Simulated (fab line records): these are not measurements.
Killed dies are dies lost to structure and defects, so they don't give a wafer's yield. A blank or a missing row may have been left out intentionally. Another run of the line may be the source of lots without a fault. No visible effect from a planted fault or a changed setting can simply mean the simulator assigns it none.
Chamber matching || flow n5_finfet || 3 sister chambers for N5_BEOL_M11_PECVD_70 on pecvd-04
The step deposits SiO2 from TEOS/O2, target thk 20 nm, time 22.7 s. 18 wafers are shown with their chamber, then 9 later ones without.

## WAFERS, EACH WITH ITS CHAMBER
{"wafer": "L074.3", "chamber": 0, "throttle_valve_pct (%)": 20.8, "showerhead_plenum_p_Torr (Torr)": 8.76, "heater_power_w (W)": 944}
{"wafer": "L074.4", "chamber": 1, "throttle_valve_pct (%)": 22.8, "showerhead_plenum_p_Torr (Torr)": 8.69, "heater_power_w (W)": 468}
{"wafer": "L074.5", "chamber": 0, "throttle_valve_pct (%)": 20.7, "showerhead_plenum_p_Torr (Torr)": 8.77, "heater_power_w (W)": 775}
{"wafer": "L075.2", "chamber": 0, "throttle_valve_pct (%)": 21.0, "showerhead_plenum_p_Torr (Torr)": 8.76, "heater_power_w (W)": 807}
{"wafer": "L075.4", "chamber": 1, "throttle_valve_pct (%)": 22.9, "showerhead_plenum_p_Torr (Torr)": 8.69, "heater_power_w (W)": 587}
{"wafer": "L075.6", "chamber": 0, "throttle_valve_pct (%)": 20.8, "showerhead_plenum_p_Torr (Torr)": 8.77, "heater_power_w (W)": 787}
{"wafer": "L077.1", "chamber": 1, "throttle_valve_pct (%)": 22.7, "showerhead_plenum_p_Torr (Torr)": 8.69, "heater_power_w (W)": 504}
{"wafer": "L077.2", "chamber": 2, "throttle_valve_pct (%)": 21.3, "showerhead_plenum_p_Torr (Torr)": 8.83, "heater_power_w (W)": 722}
{"wafer": "L077.5", "chamber": 0, "throttle_valve_pct (%)": 20.9, "showerhead_plenum_p_Torr (Torr)": 8.79, "heater_power_w (W)": 917}
{"wafer": "L078.1", "chamber": 0, "throttle_valve_pct (%)": 20.7, "showerhead_plenum_p_Torr (Torr)": 8.75, "heater_power_w (W)": 813}
{"wafer": "L078.2", "chamber": 1, "throttle_valve_pct (%)": 22.6, "showerhead_plenum_p_Torr (Torr)": 8.69, "heater_power_w (W)": 579}
{"wafer": "L078.6", "chamber": 0, "throttle_valve_pct (%)": 21.0, "showerhead_plenum_p_Torr (Torr)": 8.79, "heater_power_w (W)": 830}
{"wafer": "L088.1", "chamber": 1, "throttle_valve_pct (%)": 22.6, "showerhead_plenum_p_Torr (Torr)": 8.70, "heater_power_w (W)": 471}
{"wafer": "L088.3", "chamber": 2, "throttle_valve_pct (%)": 21.3, "showerhead_plenum_p_Torr (Torr)": 8.84, "heater_power_w (W)": 649}
{"wafer": "L088.6", "chamber": 2, "throttle_valve_pct (%)": 21.4, "showerhead_plenum_p_Torr (Torr)": 8.82, "heater_power_w (W)": 661}
{"wafer": "L091.4", "chamber": 1, "throttle_valve_pct (%)": 22.8, "showerhead_plenum_p_Torr (Torr)": 8.69, "heater_power_w (W)": 593}
{"wafer": "L091.5", "chamber": 0, "throttle_valve_pct (%)": 20.9, "showerhead_plenum_p_Torr (Torr)": 8.80, "heater_power_w (W)": 948}
{"wafer": "L091.6", "chamber": 2, "throttle_valve_pct (%)": 21.3, "showerhead_plenum_p_Torr (Torr)": 8.82, "heater_power_w (W)": 660}

SIGNATURES (means of the wafers above)
{"reading": "throttle_valve_pct", "chamber 0": 20.850, "chamber 1": 22.733, "chamber 2": 21.325, "scatter within a chamber": 0.11}
{"reading": "showerhead_plenum_p_Torr", "chamber 0": 8.7737, "chamber 1": 8.6917, "chamber 2": 8.8275, "scatter within a chamber": 0.013}
{"reading": "heater_power_w", "chamber 0": 852.62, "chamber 1": 533.67, "chamber 2": 673.00, "scatter within a chamber": 61.6}
Rule: for a wafer and a chamber, the distance is found by dividing, reading by reading, the gap between the wafer's reading and the chamber's mean by the reading's scatter, squaring, summing and taking the root. If the next closest chamber is less than 2 further off than the closest, the wafer can't be placed; otherwise it belongs to the closest. The scatter: the root of (the sum of the squares of (reading less its chamber's mean) over the shown wafers, divided by (wafers less chambers)).

## WAFERS WHOSE CHAMBER IS MISSING
{"wafer": "L092.2", "throttle_valve_pct (%)": 22.9, "showerhead_plenum_p_Torr (Torr)": 8.66, "heater_power_w (W)": 573}
{"wafer": "L092.3", "throttle_valve_pct (%)": 20.8, "showerhead_plenum_p_Torr (Torr)": 8.77, "heater_power_w (W)": 893}
{"wafer": "L092.5", "throttle_valve_pct (%)": 21.4, "showerhead_plenum_p_Torr (Torr)": 8.82, "heater_power_w (W)": 735}
{"wafer": "L095.3", "throttle_valve_pct (%)": 20.8, "showerhead_plenum_p_Torr (Torr)": 8.79, "heater_power_w (W)": 878}
{"wafer": "L095.4", "throttle_valve_pct (%)": 21.4, "showerhead_plenum_p_Torr (Torr)": 8.84, "heater_power_w (W)": 665}
{"wafer": "L095.5", "throttle_valve_pct (%)": 22.7, "showerhead_plenum_p_Torr (Torr)": 8.68, "heater_power_w (W)": 591}
{"wafer": "L096.3", "throttle_valve_pct (%)": 22.8, "showerhead_plenum_p_Torr (Torr)": 8.70, "heater_power_w (W)": 587}
{"wafer": "L096.5", "throttle_valve_pct (%)": 20.9, "showerhead_plenum_p_Torr (Torr)": 8.79, "heater_power_w (W)": 819}
{"wafer": "L096.6", "throttle_valve_pct (%)": 21.3, "showerhead_plenum_p_Torr (Torr)": 8.83, "heater_power_w (W)": 651}

## WHICH CHAMBER EACH ONE RAN IN
{"wafer": "L092.2", "from the rows above": 1, "in truth": 1}
{"wafer": "L092.3", "from the rows above": 0, "in truth": 0}
{"wafer": "L092.5", "from the rows above": 2, "in truth": 2}
{"wafer": "L095.3", "from the rows above": 0, "in truth": 0}
{"wafer": "L095.4", "from the rows above": 2, "in truth": 2}
{"wafer": "L095.5", "from the rows above": 1, "in truth": 1}
{"wafer": "L096.3", "from the rows above": 1, "in truth": 1}
{"wafer": "L096.5", "from the rows above": 0, "in truth": 0}
{"wafer": "L096.6", "from the rows above": 2, "in truth": 2}
9 of 9 placed correctly. Can't be placed from these rows: 0. Wrongly placed: 0.
